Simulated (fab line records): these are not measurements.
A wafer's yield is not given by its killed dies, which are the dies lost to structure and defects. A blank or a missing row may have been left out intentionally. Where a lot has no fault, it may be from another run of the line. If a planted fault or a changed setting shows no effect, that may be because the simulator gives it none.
Matching of chambers + flow n5 finfet + uv cure-03 running N5_BEOL_M11_CURE_72: 3 sister chambers
The step cures SiCOH lowk, time 120 s. 3 wafers are shown with their chamber, then 12 later ones without.

## EACH WAFER AND ITS CHAMBER
| wafer  | chamber | wafer_temp_C_max |
|--------|---------|------------------|
| L085.5 | 0       | 372.1            |
| L090.6 | 1       | 371.3            |
| L093.6 | 2       | 371.5            |

## WAFERS WHOSE CHAMBER IS MISSING
| wafer  | wafer_temp_C_max |
|--------|------------------|
| L097.2 | 371.4            |
| L097.4 | 372.4            |
| L097.6 | 371.4            |
| L094.4 | 371.7            |
| L094.5 | 371.5            |
| L094.6 | 372.1            |
| L095.1 | 371.3            |
| L095.2 | 371.7            |
| L095.4 | 371.5            |
| L096.2 | 371.2            |
| L096.5 | 371.2            |
| L096.6 | 371.2            |

## THE CHAMBER EACH PASSED THROUGH
| wafer  | from the rows above          | in truth                   |
|--------|------------------------------|----------------------------|
| L097.2 | can't be placed: 1 or 2      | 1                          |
| L097.4 | 0                            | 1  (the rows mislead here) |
| L097.6 | can't be placed: 1 or 2      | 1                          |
| L094.4 | can't be placed: 2 or 1 or 0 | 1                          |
| L094.5 | can't be placed: 2 or 1      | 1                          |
| L094.6 | 0                            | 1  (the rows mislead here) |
| L095.1 | can't be placed: 1 or 2      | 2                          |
| L095.2 | can't be placed: 2 or 1 or 0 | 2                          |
| L095.4 | can't be placed: 2 or 1      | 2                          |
| L096.2 | can't be placed: 1 or 2      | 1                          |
| L096.5 | can't be placed: 1 or 2      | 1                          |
| L096.6 | can't be placed: 1 or 2      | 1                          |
0 of 12 placed correctly. These rows do not allow placing 10 (true chamber among the candidates in 10). Placed wrongly: 2.
How it was worked out, from the rows above alone: a wafer's distance from a chamber is the root of the sum, over the readings, of the square of ((its reading less the chamber's mean) divided by the reading's scatter). The wafer belongs to the nearest chamber; if the next one is less than 2 further off, it can't be placed. Each chamber's mean is taken over the wafers shown for it. The scatter: root of mean squared gap, hidden wafer to nearest shown wafer, with one shown wafer a chamber.
